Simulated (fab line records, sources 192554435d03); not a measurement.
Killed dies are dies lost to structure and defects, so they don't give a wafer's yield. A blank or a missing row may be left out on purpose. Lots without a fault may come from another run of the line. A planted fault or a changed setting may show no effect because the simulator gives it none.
One fault seen from 2 desks | flow n5_finfet | each desk has only its own numbers; what lay behind them comes last

THE METROLOGY DESK
What the gauges read, lot by lot, whatever tool the lot ran on: means of the sampled wafers that have a number. A lot is out of limits, marked OUT, if its mean lies more than 4 standard deviations from the usual mean; the brackets give that distance. Of its 11 readings 7 are shown: those that lie furthest out on some lot.
Columns: A = cd_nm at N5_BEOL_M3_CD_MEAS_28, usual 25.74 nm; B = DIBL_N at N5_BEOL_M4_RC_MEAS_101, usual 35.9 mV/V; C = IOFF_P at N5_BEOL_M4_RC_MEAS_101, usual 0.204 nA/um; D = ION_N at N5_BEOL_M4_RC_MEAS_101, usual 673 uA/um; E = ION_P at N5_BEOL_M4_RC_MEAS_101, usual 462 uA/um; F = VT_N at N5_BEOL_M4_RC_MEAS_101, usual 250.3 mV; G = VT_P at N5_BEOL_M4_RC_MEAS_101, usual -250.6 mV
lot  | first seen here | A     | B    | C     | D   | E   | F     | G
L908 | day 7 09:58     | 25.48 | 36.5 | 0.188 | 664 | 458 | 252.5 | -252.3
L910 | day 7 14:10     | 25.73 | 33.7 | 0.195 | 667 | 463 | 250.6 | -250.3
L911 | day 8 07:11     | 25.86 | 35.9 | 0.192 | 679 | 458 | 250.0 | -253.1
L916 | day 9 19:44     | 25.80 | 36.8 | 0.222 | 686 | 468 | 246.4 | -248.9
L922 | day 11 00:26    | 26.11 | 33.7 | 0.213 | 684 | 473 | 249.6 | -247.9
L924 | day 11 02:47    | 25.82 | 35.4 | 0.195 | 666 | 463 | 251.3 | -250.1
L923 | day 11 04:27    | 26.04 | 37.6 | 0.168 | 679 | 457 | 250.7 | -253.7
L927 | day 12 08:32    | 25.67 | 36.2 | 0.225 | 682 | 469 | 246.8 | -248.2
L931 | day 13 14:30    | 25.74 | 35.5 | 0.225 | 667 | 471 | 251.2 | -246.5
This desk's finding: nothing out of limits on any of the 9 lots.

THE TOOL OWNER'S DESK: euv_scanner-01
The tool's own readings at N5_BEOL_M3_EXPOSE_25 (exposes mask V2, defocus 5 nm): means of the sampled wafers that have a number, for each lot that ran on this tool. A lot is out of limits, marked OUT, if its mean lies more than 4 standard deviations from the usual mean; the brackets give that distance.
Columns: A = exposure_dose_mJ_cm2 at N5_BEOL_M3_EXPOSE_25, usual 62.90
lot  | first seen here | A
L908 | day 7 09:49     | 62.97
L910 | day 7 14:01     | 62.89
L911 | day 8 07:02     | 62.89
L922 | day 11 00:17    | 63.80 (+13) OUT
L923 | day 11 04:19    | 63.60 (+9.8) OUT
This desk's finding: out of limits on L922, L923; first on L922, day 11 00:17 (exposure_dose_mJ_cm2 at N5_BEOL_M3_EXPOSE_25). In limits: L908, L910, L911.

PUT TOGETHER
The tool owner's desk could have raised an alarm at day 11 00:17, on L922, L923.
The metrology desk saw nothing out of limits.
The metrology desk has L922, L923 on record, within its limits.
Of the lots named, all ran N5_BEOL_M3_EXPOSE_25 on euv_scanner-01.

WHAT THE SIMULATOR HAD PUT IN
Process parameter drift: euv_scanner-01, from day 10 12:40 on, at N5_BEOL_M3_EXPOSE_25. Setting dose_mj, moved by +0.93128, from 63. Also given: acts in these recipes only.
Lots struck among those shown: L922, L923.
Hours from the fault's start to each desk's first reading out of limits: the tool owner's desk, 12.
